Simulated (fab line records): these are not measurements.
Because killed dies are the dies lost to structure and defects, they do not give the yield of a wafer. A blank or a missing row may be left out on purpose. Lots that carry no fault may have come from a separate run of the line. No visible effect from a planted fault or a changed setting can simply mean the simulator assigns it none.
Chamber matching -- flow n5Finfet -- N5_BEOL_M7_CURE_75 on uvCure-03: 3 sister chambers
The step cures SiCOH lowk, time 120 s. 3 wafers are shown with their chamber, then 8 later ones without.

== EACH WAFER AND ITS CHAMBER ==
wafer,chamber,wafer_temp_C_max
L075.6,1,371.4
L086.6,0,373.0
L090.3,2,372.3

== WAFERS MISSING THEIR CHAMBER ==
wafer,wafer_temp_C_max
L090.4,372.4
L090.6,372.6
L094.1,371.9
L094.4,372.0
L094.6,371.6
L096.3,372.1
L096.4,372.1
L096.6,373.5

== EACH ONE'S CHAMBER ==
wafer,from the rows above,in truth
L090.4,can't be placed: 2 or 0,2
L090.6,can't be placed: 2 or 0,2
L094.1,can't be placed: 2 or 1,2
L094.4,can't be placed: 2 or 1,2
L094.6,can't be placed: 1 or 2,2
L096.3,can't be placed: 2 or 1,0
L096.4,can't be placed: 2 or 1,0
L096.6,0,0
Placed correctly: 1 of 8. These rows do not allow placing 7 (true chamber among the candidates in 5). Number placed wrongly: 0.
How it was worked out, from the rows above alone: a wafer's distance from a chamber is the root of the sum, over the readings, of the square of ((its reading less the chamber's mean) divided by the reading's scatter). If the next closest chamber is less than 2 further off than the closest, the wafer can't be placed; otherwise it belongs to the closest. A chamber's mean is the mean of its shown wafers. The scatter (one wafer shown for each chamber): square how far every hidden wafer sits from the nearest shown wafer, average those squares and take the square root.
